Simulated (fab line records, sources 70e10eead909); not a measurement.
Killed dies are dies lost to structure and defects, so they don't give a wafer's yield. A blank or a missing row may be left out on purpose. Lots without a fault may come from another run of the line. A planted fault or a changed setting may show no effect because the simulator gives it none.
Chamber matching | flow nand_harc | NHARC_A_BLC_CMP_25 on cmp-01: 4 sister chambers
The step polishes, t overpolish 30 s, target thk 150 nm. 16 wafers are shown with their chamber, then 8 later ones without.

WAFERS WITH THEIR CHAMBER
wafer  | chamber | motor_current_A (A) | overpolish_run_s (s) | time_to_endpoint_s (s)
L074.1 | 0       | 11.7                | 29.997               | 30.2
L074.3 | 2       | 11.0                | 30.006               | 32.0
L074.4 | 3       | 10.2                | 30.002               | 28.3
L075.1 | 2       | 10.8                | 30.004               | 28.5
L075.3 | 1       | 10.2                | 29.987               | 29.9
L075.5 | 3       | 9.9                 | 30.009               | 29.9
L080.1 | 1       | 9.8                 | 30.006               | 32.0
L080.4 | 0       | 11.3                | 30.003               | 30.6
L080.5 | 3       | 10.2                | 29.995               | 30.8
L085.1 | 3       | 10.4                | 30.008               | 31.0
L085.5 | 1       | 10.2                | 30.003               | 31.1
L085.6 | 0       | 11.7                | 29.995               | 33.2
L086.1 | 3       | 10.1                | 30.008               | 29.9
L086.4 | 2       | 10.7                | 30.002               | 31.5
L086.5 | 3       | 10.1                | 30.004               | 26.7
L088.1 | 1       | 10.2                | 29.992               | 33.7

SIGNATURES (means of the wafers above)
reading            | chamber 0 | chamber 1 | chamber 2 | chamber 3 | scatter within a chamber
motor_current_A    | 11.567    | 10.100    | 10.833    | 10.150    | 0.184
overpolish_run_s   | 29.99833  | 29.99700  | 30.00400  | 30.00433  | 0.00596
time_to_endpoint_s | 31.333    | 31.675    | 30.667    | 29.433    | 1.68
Rule: a wafer's distance from a chamber is the root of the sum, over the readings, of the square of ((its reading less the chamber's mean) divided by the reading's scatter). The wafer belongs to the nearest chamber; if the next one is less than 2 further off, it can't be placed. The scatter: the root of (the sum of the squares of (reading less its chamber's mean) over the shown wafers, divided by (wafers less chambers)).

WAFERS WITHOUT THEIR CHAMBER
wafer  | motor_current_A (A) | overpolish_run_s (s) | time_to_endpoint_s (s)
L088.3 | 11.8                | 29.985               | 29.8
L088.4 | 11.2                | 30.000               | 30.7
L094.3 | 11.6                | 29.996               | 29.0
L094.4 | 10.3                | 30.001               | 30.5
L094.5 | 11.3                | 30.002               | 31.0
L097.1 | 10.5                | 29.991               | 33.2
L097.4 | 10.0                | 29.989               | 30.9
L097.5 | 11.4                | 29.984               | 30.4

WHICH CHAMBER EACH WENT THROUGH
wafer  | from the rows above          | in truth
L088.3 | 0                            | 0
L088.4 | can't be placed: 0 or 2      | 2
L094.3 | 0                            | 0
L094.4 | can't be placed: 3 or 1 or 2 | 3
L094.5 | can't be placed: 0 or 2      | 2
L097.1 | can't be placed: 1 or 2 or 3 | 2
L097.4 | can't be placed: 1 or 3      | 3
L097.5 | can't be placed: 0 or 2      | 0
Placed correctly: 2 of 8. Can't be placed from these rows: 6 (the true chamber is among the candidates in 6). Placed wrongly: 0.
